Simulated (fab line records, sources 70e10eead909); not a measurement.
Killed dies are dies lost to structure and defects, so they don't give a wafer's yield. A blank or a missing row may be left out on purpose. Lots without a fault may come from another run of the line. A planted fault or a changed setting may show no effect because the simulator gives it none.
Chamber matching | flow nand_harc | NHARC_A_WL_FILL_ALD_10 on ald_hk-01: 4 sister chambers
The step deposits SiO2, target thk 50 nm, pulse time 10 s, ald cycles 500. 16 wafers are shown with their chamber, then 8 later ones without.

WAFERS WITH THEIR CHAMBER
wafer  | chamber | heater_power_outer_w (W) | heater_power_w (W) | precursor_pulse_height_rel
L077.1 | 3       | 283                      | 477                | 0.988
L077.3 | 0       | 298                      | 527                | 0.983
L077.5 | 1       | 267                      | 505                | 1.007
L079.1 | 1       | 264                      | 507                | 1.021
L079.2 | 3       | 279                      | 484                | 1.050
L079.6 | 1       | 269                      | 503                | 0.973
L082.1 | 2       | 264                      | 488                | 1.007
L082.4 | 1       | 267                      | 513                | 1.051
L082.5 | 2       | 258                      | 499                | 0.999
L084.1 | 3       | 280                      | 466                | 1.034
L084.4 | 0       | 316                      | 535                | 1.029
L084.5 | 2       | 262                      | 489                | 1.010
L086.1 | 2       | 234                      | 451                | 1.030
L086.2 | 0       | 303                      | 503                | 1.020
L086.3 | 1       | 283                      | 521                | 0.990
L090.2 | 2       | 236                      | 441                | 0.988

SIGNATURES (means of the wafers above)
reading                    | chamber 0 | chamber 1 | chamber 2 | chamber 3 | scatter within a chamber
heater_power_outer_w       | 305.67    | 270.00    | 250.80    | 280.67    | 10.2
heater_power_w             | 521.67    | 509.80    | 473.60    | 475.67    | 17.3
precursor_pulse_height_rel | 1.01067   | 1.00840   | 1.00680   | 1.02400   | 0.0255
Rule: a wafer's distance from a chamber is the root of the sum, over the readings, of the square of ((its reading less the chamber's mean) divided by the reading's scatter). The wafer belongs to the nearest chamber; if the next one is less than 2 further off, it can't be placed. The scatter: the root of (the sum of the squares of (reading less its chamber's mean) over the shown wafers, divided by (wafers less chambers)).

WAFERS WITHOUT THEIR CHAMBER
wafer  | heater_power_outer_w (W) | heater_power_w (W) | precursor_pulse_height_rel
L090.4 | 266                      | 431                | 1.034
L090.5 | 279                      | 502                | 0.954
L092.2 | 275                      | 520                | 1.014
L092.3 | 293                      | 511                | 0.985
L092.6 | 278                      | 451                | 1.029
L097.1 | 284                      | 518                | 1.003
L097.2 | 241                      | 452                | 0.992
L097.6 | 279                      | 516                | 0.997

WHICH CHAMBER EACH WENT THROUGH
wafer  | from the rows above               | in truth
L090.4 | can't be placed: 3 or 2 or 1      | 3
L090.5 | can't be placed: 1 or 3 or 0 or 2 | 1
L092.2 | can't be placed: 1 or 3           | 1
L092.3 | can't be placed: 0 or 1 or 3      | 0
L092.6 | can't be placed: 3 or 2           | 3
L097.1 | can't be placed: 1 or 0 or 3      | 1
L097.2 | 2                                 | 2
L097.6 | can't be placed: 1 or 3 or 0      | 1
Placed correctly: 1 of 8. Can't be placed from these rows: 7 (the true chamber is among the candidates in 7). Placed wrongly: 0.
